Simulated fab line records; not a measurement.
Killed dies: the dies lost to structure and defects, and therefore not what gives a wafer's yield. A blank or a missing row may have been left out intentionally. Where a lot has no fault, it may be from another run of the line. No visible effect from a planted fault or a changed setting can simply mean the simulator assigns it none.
Comparing a struck lot with a sound one + flow nand_harc + 14 out of 1159 route steps
Sound: wafers L397.1, L397.3, L397.4. The struck wafers were L409.1, L409.3, L409.4. The cause is named last.
Per side, at each step with rows, come the tool, then ch with its chambers, and then its first start. Under that, the readings that differ: sound wafers + struck wafers + difference of the means + sigmas: that difference in standard deviations of wafers without a fault.
alike: words and numbers the same on both sides, and readings whose means are apart by under 2 such deviations; not compared: readings that were withheld, readings missing a value for some wafer, numbers with overlapping values and no deviation given by the record, and bounds like >300 which may hide the same value.
The two part at a step that has a row with sigmas, a row that says differs or no value, or rows on one side only. Numbers that have no deviation but don't overlap get no sigmas and don't part them. A reading that every wafer of one side lacks parts them only if that side has two wafers or more.

NHARC_A_CONTACT_DESCUM_13: chemistry O2, time 3 s.
  sound on rie_diel-04 ch 0,1,3, day 17 04:17; struck on rie_diel-12 ch 0,1,2, day 19 17:15
| reading                | sound    | struck   | difference | sigmas |
|------------------------|----------|----------|------------|--------|
| rf_hours_counter_h (h) | 32 32 32 | 11 11 11 | -21        |        |
  alike: drypump_motor_current_A, oes_product_au, rf_vpp_V, showerhead_plenum_p_Torr, throttle_valve_pct
NHARC_A_CONTACT_ETCH_88: etches the open film in CF4, target depth 39 nm, time 65 s.
  sound on rie_diel-04 ch 0,1,2, day 17 04:22; struck on rie_diel-12 ch 0,1,2, day 19 17:20
| reading                | sound    | struck   | difference | sigmas |
|------------------------|----------|----------|------------|--------|
| rf_hours_counter_h (h) | 32 34 32 | 11 11 11 | -22        |        |
  alike: drypump_motor_current_A, oes_product_au, rf_vpp_V, showerhead_plenum_p_Torr, throttle_valve_pct
NHARC_A_CONTACT_ETCH_89: etches the open film in N2/H2, target depth 260 nm, time 475.3 s.
  sound on rie_diel-04 ch 0,1,2; struck on rie_diel-12 ch 0,1,3
| reading                | sound    | struck   | difference | sigmas |
|------------------------|----------|----------|------------|--------|
| rf_hours_counter_h (h) | 34 32 32 | 11 11 11 | -22        |        |
  alike: drypump_motor_current_A, oes_product_au, rf_vpp_V, showerhead_plenum_p_Torr, throttle_valve_pct
then, 1 step without rows for these wafers: NHARC_A_CONTACT_ETCH_30 (etches the open film in CF4/CHF3, target depth 60.5 nm, time 30.2 s).
NHARC_A_CONTACT_ETCH_31: etches the open film in O2/COS, target depth 2000 nm, time 520 s.
  sound on rie_diel-04 ch 1,2,3; struck on rie_diel-12 ch 0,2,3
| reading                | sound    | struck   | difference | sigmas |
|------------------------|----------|----------|------------|--------|
| rf_hours_counter_h (h) | 33 34 32 | 11 11 11 | -22        |        |
  alike: drypump_motor_current_A, oes_product_au, rf_vpp_V, showerhead_plenum_p_Torr, throttle_valve_pct
then, 3 steps without rows for these wafers: NHARC_A_CONTACT_ETCH_134 (etches the open film in C4F8/O2/Ar, time 140 s, target depth 700 nm); NHARC_A_CONTACT_ETCH_135 (etches the open film in C4F8/O2/Ar, time 132 s, target depth 1287 nm); NHARC_A_CONTACT_ETCH_136 (etches the open film in C4F8/O2/Ar, time 132 s, target depth 1287 nm).
NHARC_A_CONTACT_ETCH_137: etches the open film in C4F8/O2/Ar, time 132 s, target depth 1287 nm.
  sound on har_cap_etch-02 ch 0,1, day 17 05:53; struck on har_cap_etch-01 ch 0,1, day 19 18:43
  not compared: rf_hours_counter_h
then, 3 steps without rows for these wafers: NHARC_A_CONTACT_ETCH_138 (etches the open film in C4F8/O2/Ar, time 132 s, target depth 1289 nm); NHARC_A_CONTACT_ETCH_139 (etches the open film in C4F8/O2/Ar, time 137 s, target depth 590 nm); NHARC_A_CONTACT_ETCH_92 (etches the open film in CH3F/O2, target depth 40 nm, time 85.7 s).
NHARC_A_CONTACT_ETCH_98: etches the open film in C4F6/O2, target depth 20 nm, time 10 s.
  sound on rie_diel-12 ch 0,2,3, day 17 06:40; struck on rie_diel-12 ch 0,2,3, day 19 19:28
| reading                | sound             | struck            | difference | sigmas |
|------------------------|-------------------|-------------------|------------|--------|
| oes_product_au (a.u.)  | 0.986 1.004 1.007 | 0.728 0.715 0.730 | -0.275     | -11    |
| rf_hours_counter_h (h) | 0 0 0             | 11 12 11          | +11        |        |
  alike: drypump_motor_current_A, rf_vpp_V, showerhead_plenum_p_Torr, throttle_valve_pct
NHARC_A_CONTACT_CD_MEAS_15:
  sound: cd_sem-03 at day 17 06:44; struck: cd_sem-02 at day 19 19:33
  alike: cd_nm

## WHERE THEY PART
Within this record, at NHARC_A_CONTACT_ETCH_98 only. Later steps at which nothing parts them and some readings are alike: NHARC_A_CONTACT_CD_MEAS_15.

WHY: the cause the simulator had injected
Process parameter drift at NHARC_A_CONTACT_ETCH_98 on rie_diel-12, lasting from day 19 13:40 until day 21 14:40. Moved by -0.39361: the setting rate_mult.
